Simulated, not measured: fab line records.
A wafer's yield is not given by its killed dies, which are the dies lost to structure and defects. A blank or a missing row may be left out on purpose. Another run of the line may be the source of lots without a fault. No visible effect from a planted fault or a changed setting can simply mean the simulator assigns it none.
fab line records	flow nand_harc	part 1 of 2: steps 1 to 4 of 6
[record] lots = 22	wafers = 66	last_day = 24
route steps=1159 shown P_STI@88 P_GATE@187 P_M0@284 P_M1@311 P_M2@332
lots with no fault: from the same line, run without faults
start_h: hours from the record's opening day to when the first of the lot's shown wafers began	wait_h: hours from the lot's prior step to this one	" repeats the value in the row above	L1.1+2: a single row standing in for several wafers	- no value present, or no start provided	* or withheld: withheld	< > ~ a bound
route shown NAME@n: names a module that has steps shown in the file, with the first one's number in the route	usual: mean and standard deviation over wafers with no fault	same: alike in all rows	chamber/n: place in a boat	sites: the reading at each site	_std_site: their standard deviation	_edge_site: inner sites' mean taken away from outer sites' mean	radius_mm: how far each site lies from the wafer's centre	mask NAME#n: copy n	behind: tool/chamber where the wafer was last shaped	hold: cause of the lot's hold/its duration in hours/its outcome	device: which transistor (n, p or np) failed to switch	end of line: at the end of the route, the tests of the same wafers	for a step that has no rows: nothing shown but its recipe	killed: at the first sort, the dies lost to defects and structure; wafer yield is something else	map: dies across one wafer; x = killed, . = not, _ = none there
set.NAME: setting as actually run; set.NAME@STEP: the setting as run at that earlier step	model.NAME: the simulator's own value behind a step, which no gauge read
one table for each step of the route and one row for each wafer, over a sample of lots
services: a tool's chamber out of use, with start hour (start_h, from the record's first day; less than 0 if before it), hours out, and reason
[[steps]]
[step NHARC_P_STI_ETCH_42]
[recipe] target_depth_a = 800	overetch_a = 240	time_s = 61	ion_energy_ev = 200	n2_flow_sccm = 150	h2_flow_sccm = 150	ar_flow_sccm = 0	rf_w = 400	bias_w = 150	chemistry = N2/H2
[usual] drypump_motor_current_A = 5.6/0.42	oes_product_au = 0.998/0.012	rf_fwd_power_W = 395.5/1.7	rf_vpp_V = 431/3.1	showerhead_plenum_p_Torr = 2.05/0.11	throttle_valve_pct = 14.172/0.0093
lot.wafer	tool	chamber	start_h	wait_h	drypump_motor_current_A	oes_product_au	rf_fwd_power_W	rf_hours_counter_h	rf_vpp_V	showerhead_plenum_p_Torr	throttle_valve_pct
L075.4	rie_diel-11	1	38.21	0.1	5.5	1.010	394.2	0.2	431	2.06	14.174
L075.3	"	3	"	"	6.1	0.991	395.5	0.2	436	2.19	14.192
L075.6	"	2	"	"	5.6	1.016	395.0	-	428	1.93	14.188
L076.1	rie_diel-10	1	47.36	0.1	5.0	1.008	394.9	0.9	434	2.19	14.174
L076.5	"	2	"	"	5.8	0.983	395.8	-	433	2.17	14.161
L076.6	"	3	"	"	6.4	0.996	395.6	-	433	2.06	14.177
L077.1	rie_diel-11	3	55.35	0.1	6.1	0.986	397.5	1.1	434	2.19	14.175
L077.5	"	3	"	"	6.1	0.981	395.7	-	435	2.19	14.172
L077.6	"	0	"	"	5.6	0.999	394.5	-	427	1.90	14.171
L078.1	rie_diel-10	1	58.94	0.1	5.0	1.003	395.7	1.2	434	2.19	14.171
L078.2	"	2	"	"	5.8	0.982	396.4	1.1	434	2.17	14.172
L078.4	"	2	"	"	5.8	0.982	397.0	-	436	2.17	14.167
L079.1	rie_diel-04	2	65.19	0.1	5.8	1.013	393.2	7.9	430	1.97	14.161
L079.2	"	1	"	"	6.0	1.007	392.8	7.4	430	1.97	14.164
L079.6	"	3	"	"	5.5	1.006	394.0	-	430	2.00	14.178
L080.3	rie_diel-04	1	76.42	0.1	6.0	1.004	394.2	8.4	428	1.97	14.160
L080.1	"	3	"	"	5.5	0.987	397.8	9.4	430	1.99	14.173
L080.6	"	0	"	"	5.3	0.981	399.2	-	435	2.20	14.175
L081.1	rie_diel-11	1	76.57	0.1	5.5	1.013	392.6	1.7	432	2.06	14.187
L081.2	"	0	"	"	5.6	1.003	394.9	1.6	426	1.90	14.153
L081.6	"	2	"	"	5.6	1.015	393.2	-	427	1.93	14.172
L083.1	rie_diel-10	3	87.29	0.1	6.4	0.994	394.4	1.2	433	2.06	14.173
L083.3	"	1	"	"	5.0	1.000	396.1	1.7	435	2.19	14.173
L083.6	"	3	"	"	6.4	0.990	394.5	-	432	2.06	14.174
L084.2	rie_diel-04	2	96.91	0.1	5.8	1.009	392.8	9.9	427	1.97	14.185
L084.1	"	0	"	"	5.3	0.983	398.2	9.3	436	2.20	14.180
L084.5	"	2	"	"	5.8	1.015	394.1	-	429	1.97	14.174
L085.4	rie_diel-11	2	101.15	0.1	5.6	1.014	394.7	2.6	427	1.93	14.163
L085.1	"	1	"	"	5.5	1.015	393.4	2.7	434	2.06	14.179
L085.6	"	2	"	"	5.6	1.024	393.2	-	426	1.93	14.150
L086.1	rie_diel-11	1	109.27	0.1	5.5	1.014	395.2	2.9	431	2.06	14.165
L086.5	"	2	"	"	5.6	1.021	393.5	-	427	1.93	14.173
L086.6	"	3	"	"	6.1	0.988	396.1	-	434	2.19	14.166
L088.3	rie_diel-11	1	116.52	0.1	5.5	1.010	393.7	3.2	432	2.06	14.159
L088.2	"	0	"	"	5.6	0.978	395.4	3.1	427	1.90	14.166
L088.6	"	2	"	"	5.6	1.009	396.0	-	428	1.93	14.177
L087.4	rie_diel-10	3	116.68	0.1	6.4	0.996	394.4	2.0	432	2.06	14.149
L087.3	"	0	"	"	4.9	0.988	397.4	2.5	430	1.94	14.183
L087.1	"	1	"	"	5.0	1.013	395.7	2.6	433	2.19	14.171
L089.1	rie_diel-04	0	125.63	0.1	5.3	1.010	399.7	0.1	435	2.20	14.172
L089.5	"	2	"	"	5.8	0.999	393.6	-	428	1.97	14.174
L089.6	"	3	"	"	5.4	1.002	393.5	-	429	1.99	14.173
L090.4	rie_diel-10	1	131.42	0.1	5.0	0.998	394.2	2.7	435	2.19	14.176
L090.6	"	3	"	"	6.4	0.995	395.0	-	430	2.06	14.164
L090.5	"	0	"	"	4.9	0.990	395.6	-	429	1.94	14.162
L092.4	rie_diel-11	2	141.72	0.1	5.6	1.005	394.2	3.6	428	1.93	14.171
L092.5	"	2	"	"	5.6	1.007	392.5	-	427	1.93	14.165
L092.6	"	3	"	"	6.1	0.993	397.9	-	435	2.19	14.185
L091.3	rie_diel-10	0	141.89	0.1	4.9	0.988	398.1	2.8	427	1.94	14.167
L091.4	"	1	"	"	5.0	0.991	396.5	2.8	436	2.19	14.172
L091.1	"	2	"	"	5.8	0.967	396.9	2.6	432	2.17	14.165
L093.3	rie_diel-11	3	149.25	0.1	6.1	0.998	397.2	4.1	434	2.19	14.171
L093.1	"	0	"	"	5.6	1.001	394.6	4.1	427	1.90	14.176
L093.4	"	2	"	"	5.6	1.009	396.6	4.1	428	1.93	14.169
L094.4	rie_diel-10	3	156.36	0.1	6.4	0.993	395.8	2.7	430	2.06	14.187
L094.5	"	0	"	"	4.9	0.992	397.3	-	429	1.94	14.166
L094.6	"	1	"	"	5.0	0.997	395.7	-	434	2.19	14.155
L096.3	rie_diel-11	0	166.44	0.1	5.6	0.998	396.2	4.7	426	1.90	14.174
L096.4	"	2	"	"	5.6	1.015	394.5	4.7	427	1.93	14.174
L096.6	"	3	"	"	6.1	0.994	396.9	-	433	2.19	14.194
L095.1	rie_diel-04	0	166.58	0.1	5.3	0.994	398.6	2.1	434	2.20	14.185
L095.4	"	2	"	"	5.8	0.999	394.5	1.9	428	1.97	14.181
L095.2	"	3	"	"	5.4	0.993	396.3	2.1	428	1.99	14.181
L097.1	rie_diel-10	2	174.98	0.1	5.8	0.976	396.5	3.4	435	2.17	14.179
L097.2	"	3	"	"	6.4	0.992	394.3	3.2	431	2.06	14.176
L097.4	"	1	"	"	5.0	0.995	394.3	3.5	436	2.19	14.161
[step NHARC_P_STI_ETCH_15]
[recipe] target_depth_a = 3000	taper_deg = 4	time_s = 100.1	hbr_flow_sccm = 150	cl2_flow_sccm = 50	rf_w = 400	icp_w = 400	bias_w = 100	chemistry = HBr/Cl2
[usual] drypump_motor_current_A = 5.5/0.44	oes_product_au = 1.000/0.0097	rf_fwd_power_W = 397.4/1.5	throttle_valve_pct = 26.405/0.0082
lot.wafer	tool	chamber	start_h	wait_h	drypump_motor_current_A	oes_product_au	rf_fwd_power_W	rf_hours_counter_h	throttle_valve_pct
L075.4	rie_si-01	2	38.40	-	5.5	1.018	398.2	0.4	26.408
L075.3	"	3	"	"	4.9	1.025	396.6	0.5	26.400
L075.6	"	3	"	"	4.9	1.013	397.8	-	26.407
L076.1	rie_si-05	0	47.57	-	5.4	1.003	395.9	1.4	26.392
L076.5	"	2	"	"	5.7	1.008	398.2	-	26.400
L076.6	"	3	"	"	5.3	1.019	397.6	-	26.396
L077.1	rie_si-01	3	55.56	-	4.8	1.009	398.5	0.7	26.411
L077.5	"	2	"	"	5.5	1.019	395.6	-	26.394
L077.6	"	3	"	"	4.9	1.015	399.4	-	26.406
L078.4	rie_si-02	0	59.15	-	6.5	0.990	398.7	0.1	26.402
L078.1	"	1	"	"	5.6	0.988	398.6	0.1	26.400
L078.2	"	2	"	"	5.9	1.021	399.2	0.1	26.397
L079.2	rie_si-02	1	65.40	-	5.6	0.990	397.1	0.2	26.406
L079.1	"	3	"	"	5.3	0.997	398.0	0.1	26.402
L079.6	"	0	"	"	6.5	1.002	400.4	-	26.415
L080.3	rie_si-01	1	76.60	-	5.0	1.002	398.6	0.6	26.398
L080.1	"	3	"	"	4.9	1.013	398.9	0.8	26.406
L080.6	"	1	"	"	5.0	0.995	397.9	-	26.413
L081.1	rie_si-02	0	76.78	-	6.5	0.990	401.2	0.3	26.400
L081.2	"	2	"	"	5.9	1.009	397.7	0.2	26.414
L081.6	"	3	"	"	5.4	1.005	397.1	-	26.412
L083.3	rie_si-02	3	87.49	-	5.3	0.999	394.5	0.3	26.404
L083.1	"	1	"	"	5.6	0.970	398.3	0.3	26.397
L083.6	"	3	"	"	5.3	0.993	398.3	-	26.411
L084.2	rie_si-01	3	97.09	-	4.9	1.005	396.3	1.0	26.407
L084.1	"	1	"	"	5.0	1.000	397.0	0.8	26.416
L084.5	"	0	"	"	5.4	0.991	398.0	-	26.392
L085.1	rie_si-02	0	101.38	-	6.5	0.983	397.0	0.4	26.409
L085.4	"	2	"	"	5.9	0.994	396.5	-	26.409
L085.6	"	3	"	"	5.4	0.999	395.2	-	26.410
L086.1	rie_si-02	0	109.49	-	6.5	0.996	396.8	0.6	26.420
L086.5	"	1	"	"	5.6	0.992	398.6	-	26.400
L086.6	"	2	"	"	5.9	1.013	396.4	-	26.414
L088.2	rie_si-05	3	116.72	-	5.3	1.003	395.0	0.3	26.408
L088.3	"	1	"	"	5.2	0.994	396.8	0.3	26.400
L088.6	"	3	"	"	5.3	1.000	395.2	-	26.410
L087.4	rie_si-02	0	116.88	-	6.5	0.996	398.9	0.7	26.395
L087.1	"	1	"	"	5.6	0.988	398.7	0.5	26.420
L087.3	"	2	"	"	5.9	1.009	397.1	0.6	26.413
L089.1	rie_si-02	0	125.84	-	6.5	0.996	395.9	0.8	26.397
L089.6	"	2	"	"	5.9	1.006	398.2	-	26.398
L089.5	"	3	"	"	5.4	1.003	396.4	-	26.388
L090.4	rie_si-05	2	131.61	-	5.7	0.993	397.2	0.4	26.428
L090.6	"	2	"	"	5.7	0.998	399.3	-	26.390
L090.5	"	3	"	"	5.3	1.007	396.0	-	26.388
L092.4	rie_si-02	3	141.95	-	5.4	1.008	396.3	0.9	26.406
L092.5	"	0	"	"	6.5	1.003	398.2	-	26.419
L092.6	"	1	"	"	5.6	0.998	398.8	-	26.410
L091.4	rie_si-05	3	142.08	-	5.2	0.983	394.9	0.5	26.412
L091.1	"	0	"	"	5.4	0.997	397.2	0.5	26.403
L091.3	"	2	"	"	5.7	0.988	396.1	0.5	26.405
L093.1	rie_si-01	1	149.44	-	5.0	0.998	397.9	0.0	26.393
L093.4	"	2	"	"	5.5	0.988	395.2	0.0	26.418
L093.3	"	3	"	"	4.9	1.008	395.9	0.0	26.393
L094.4	rie_si-05	2	156.55	-	5.6	1.000	399.0	0.5	26.401
L094.6	"	1	"	"	5.1	1.005	398.8	-	26.398
L094.5	"	2	"	"	5.6	0.984	398.7	-	26.403
L096.3	rie_si-02	0	166.62	-	6.5	0.995	398.7	1.0	26.413
L096.4	"	1	"	"	5.6	1.001	397.7	0.8	26.408
L096.6	"	1	"	"	5.6	1.000	398.9	-	26.405
L095.1	rie_si-05	1	166.79	-	5.1	1.003	397.5	0.7	26.404
L095.2	"	2	"	"	5.7	0.996	398.9	0.7	26.398
L095.4	"	1	"	"	5.1	1.016	399.2	-	26.395
L097.2	rie_si-05	0	175.19	-	5.4	1.003	396.6	0.8	26.397
L097.4	"	1	"	"	5.1	1.010	396.8	0.8	26.407
L097.1	"	2	"	"	5.7	1.004	396.8	0.8	26.401
[step NHARC_P_GATE_DESCUM_61]
[recipe] time_s = 3	o2_flow_sccm = 200	ar_flow_sccm = 0	bias_power_w = 0	chemistry = O2
[usual] drypump_motor_current_A = 5.7/0.36	oes_product_au = 0.998/0.0098	rf_vpp_V = 57.6/0.8	showerhead_plenum_p_Torr = 1.88/0.067	throttle_valve_pct = 11.312/0.0087
[same] bias_power_w = 0
lot.wafer	tool	chamber	start_h	wait_h	drypump_motor_current_A	oes_product_au	rf_hours_counter_h	rf_vpp_V	showerhead_plenum_p_Torr	throttle_valve_pct
L075.4	rie_diel-07	2	111.40	-	6.0	0.993	20	57.4	1.95	11.321
L075.3	"	3	"	"	5.2	0.996	19	58.2	1.91	11.310
L075.6	"	2	"	"	5.9	0.992	-	58.3	1.95	11.310
L076.1	rie_diel-13	1	117.62	-	5.5	0.996	1	56.1	1.84	11.326
L076.6	"	1	"	"	5.5	0.996	-	59.9	1.84	11.308
L076.5	"	2	"	"	6.0	1.008	-	56.9	1.85	11.326
L077.1	rie_diel-13	0	117.93	-	5.2	1.011	1	57.7	1.83	11.312
L077.5	"	3	"	"	6.0	1.006	-	58.4	1.98	11.330
L077.6	"	0	"	"	5.2	1.013	-	56.6	1.83	11.319
L078.1	rie_diel-13	3	123.75	-	6.0	1.012	2	58.5	1.98	11.332
L078.4	"	0	"	"	5.2	1.018	2	57.2	1.83	11.301
L078.2	"	1	"	"	5.5	1.006	2	56.5	1.84	11.316
L079.2	rie_diel-13	1	132.70	-	5.4	0.990	4	57.5	1.84	11.306
L079.1	"	2	"	"	5.9	1.001	4	58.1	1.85	11.322
L079.6	"	1	"	"	5.5	1.001	-	57.2	1.84	11.308
L080.3	rie_diel-13	1	139.77	-	5.4	1.000	5	57.1	1.84	11.302
L080.1	"	0	"	"	5.2	0.997	5	57.9	1.82	11.314
L080.6	"	1	"	"	5.4	0.993	-	56.9	1.84	11.291
L081.2	rie_diel-07	2	142.14	-	6.0	0.992	30	58.4	1.94	11.304
L081.1	"	0	"	"	5.8	0.998	30	57.8	2.07	11.308
L081.6	"	1	"	"	5.6	0.994	-	58.9	1.91	11.310
L084.1	rie_diel-13	0	160.14	-	5.2	0.996	10	56.9	1.82	11.317
L084.2	"	3	"	"	6.0	1.009	10	57.6	1.97	11.306
L084.5	"	1	"	"	5.4	0.984	-	56.5	1.84	11.315
L083.3	rie_diel-13	3	160.32	-	6.0	1.005	10	58.2	1.97	11.304
L083.1	"	1	"	"	5.5	0.982	9	59.2	1.84	11.316
L083.6	"	2	"	"	6.0	1.006	-	57.5	1.85	11.311
L085.1	rie_diel-01	0	181.94	-	6.7	1.007	14	56.0	1.80	11.317
L085.4	"	2	"	"	6.0	0.992	14	57.8	1.98	11.320
L085.6	"	0	"	"	6.7	1.010	-	56.9	1.80	11.327
L088.2	rie_diel-13	3	182.28	-	6.0	0.999	13	59.1	1.97	11.315
L088.3	"	0	"	"	5.2	0.999	13	57.0	1.82	11.311
L088.6	"	0	"	"	5.2	0.995	-	56.5	1.82	11.324
L086.1	rie_diel-13	3	182.70	-	6.0	0.994	13	58.0	1.97	11.308
L086.5	"	1	"	"	5.5	0.977	-	58.7	1.84	11.309
L086.6	"	2	"	"	6.0	1.014	-	57.2	1.85	11.317
L087.1	rie_diel-07	1	189.08	-	5.6	0.986	49	58.0	1.91	11.300
L087.3	"	3	"	"	5.3	0.990	48	58.1	1.90	11.320
L087.4	"	0	"	"	5.8	0.994	50	57.4	2.06	11.315
L089.1	rie_diel-07	3	193.41	-	5.3	0.996	49	58.3	1.90	11.304
L089.6	"	1	"	"	5.6	0.990	-	57.7	1.91	11.323
L089.5	"	2	"	"	5.9	0.997	-	57.9	1.94	11.307
L090.4	rie_diel-13	1	194.30	-	5.5	0.990	15	58.2	1.84	11.302
L090.6	"	1	"	"	5.5	0.982	-	57.0	1.84	11.296
L090.5	"	2	"	"	6.0	0.997	-	58.2	1.85	11.328
L091.3	rie_diel-13	1	212.63	-	5.5	0.988	19	58.3	1.84	11.317
L091.1	"	2	"	"	6.0	1.019	20	56.5	1.84	11.298
L091.4	"	3	"	"	6.0	0.992	21	58.5	1.97	11.316
L092.4	rie_diel-13	2	213.13	-	6.0	1.006	20	57.8	1.84	11.323
L092.6	"	0	"	"	5.2	0.995	-	57.5	1.82	11.313
L092.5	"	1	"	"	5.4	0.989	-	57.8	1.84	11.309
L093.3	rie_diel-13	2	219.92	-	6.0	1.006	22	57.2	1.84	11.314
L093.4	"	3	"	"	6.0	1.004	23	57.3	1.97	11.312
L093.1	"	1	"	"	5.5	0.988	22	57.8	1.83	11.316
L094.4	rie_diel-13	2	220.38	-	6.0	1.014	22	57.7	1.84	11.321
L094.6	"	2	"	"	6.0	1.004	-	56.9	1.84	11.323
L094.5	"	3	"	"	5.9	1.009	-	57.6	1.97	11.315
L095.4	rie_diel-01	2	236.40	-	6.0	0.994	34	57.9	1.97	11.304
L095.1	"	3	"	"	5.3	0.990	32	57.8	1.89	11.324
L095.2	"	0	"	"	6.7	0.995	37	57.2	1.79	11.303
L096.4	rie_diel-13	0	236.71	-	5.2	1.008	26	56.5	1.82	11.320
L096.3	"	1	"	"	5.4	0.983	25	57.5	1.83	11.317
L096.6	"	0	"	"	5.2	1.000	-	57.3	1.82	11.303
L097.1	rie_diel-13	1	241.64	-	5.5	0.981	25	57.6	1.83	11.313
L097.4	"	3	"	"	6.0	0.986	27	58.6	1.97	11.321
L097.2	"	0	"	"	5.2	0.990	26	57.6	1.82	11.307
[step NHARC_P_M0_DEP_32]
[recipe] target_thk_a = 300	temp_c = 370	target_thk_nm = 30	pressure_torr = 3	flow_sccm = 200	rf_w = 450	material = SiCN
[usual] heater_power_w = 569/84	rf_fwd_power_W = 449.2/1.4
lot.wafer	tool	chamber	start_h	wait_h	heater_power_w	rf_fwd_power_W
L076.1	pecvd-01	2	139.79	0.1	506	450.1
L076.5	"	1	"	"	444	447.6
L076.6	"	2	"	"	508	448.9
L075.3	pecvd-02	0	140.43	0.1	670	449.6
L075.6	"	2	"	"	612	447.8
L075.4	"	1	"	"	604	449.1
L077.1	pecvd-01	2	140.56	0.1	562	450.1
L077.5	"	0	"	"	587	448.6
L077.6	"	1	"	"	444	446.9
L078.2	pecvd-02	0	146.02	0.1	634	448.0
L078.1	"	1	"	"	547	451.3
L078.4	"	0	"	"	649	448.7
L079.1	pecvd-04	0	150.99	0.1	582	451.0
L079.2	"	2	"	"	547	449.6
L079.6	"	1	"	"	478	448.5
L080.1	pecvd-01	0	155.76	0.1	643	447.6
L080.3	"	2	"	"	535	448.3
L080.6	"	0	"	"	657	447.5
L081.1	pecvd-04	1	157.19	0.1	442	449.2
L081.2	"	2	"	"	517	447.8
L081.6	"	1	"	"	450	448.3
L084.1	pecvd-01	0	180.47	0.1	659	446.2
L084.2	"	1	"	"	466	448.8
L084.5	"	0	"	"	660	447.5
L083.1	pecvd-02	1	180.73	0.1	589	449.1
L083.3	"	2	"	"	538	448.3
L083.6	"	2	"	"	532	447.4
L085.1	pecvd-02	1	196.64	0.1	583	449.4
L085.6	"	0	"	"	740	450.7
L085.4	"	2	"	"	544	448.7
L088.2	pecvd-01	1	196.98	0.1	498	448.4
L088.3	"	2	"	"	525	451.6
L088.6	"	1	"	"	501	448.2
L086.1	pecvd-01	2	197.84	0.1	499	448.2
L086.6	"	1	"	"	431	445.0
L086.5	"	2	"	"	504	447.7
L087.3	pecvd-02	0	210.50	0.1	731	449.4
L087.1	"	1	"	"	653	448.6
L087.4	"	1	"	"	660	453.0
L089.1	pecvd-02	2	215.70	0.1	543	449.0
L089.6	"	0	"	"	665	450.1
L089.5	"	1	"	"	643	449.7
L090.6	pecvd-02	2	217.04	0.2	578	449.8
L090.4	"	0	"	"	734	447.8
L090.5	"	1	"	"	597	449.1
L091.1	pecvd-02	0	227.73	0.1	738	449.4
L091.3	"	1	"	"	536	450.1
L091.4	"	0	"	"	748	448.8
L092.6	pecvd-01	1	228.39	0.2	507	448.5
L092.5	"	2	"	"	554	449.4
L092.4	"	0	"	"	619	450.0
L093.1	pecvd-04	1	235.61	0.1	474	450.4
L093.3	"	2	"	"	555	451.2
L093.4	"	1	"	"	472	451.2
L094.4	pecvd-02	2	236.12	0.2	592	448.7
L094.6	"	0	"	"	671	450.7
L094.5	"	1	"	"	650	451.5
L095.1	pecvd-04	0	253.86	0.1	529	449.8
L095.2	"	1	"	"	428	448.5
L095.4	"	1	"	"	424	450.6
L096.3	pecvd-04	1	254.32	0.1	474	450.5
L096.4	"	0	"	"	538	449.9
L096.6	"	1	"	"	480	450.4
L097.2	pecvd-04	0	261.20	0.1	557	450.7
L097.1	"	2	"	"	508	451.9
L097.4	"	1	"	"	445	450.2
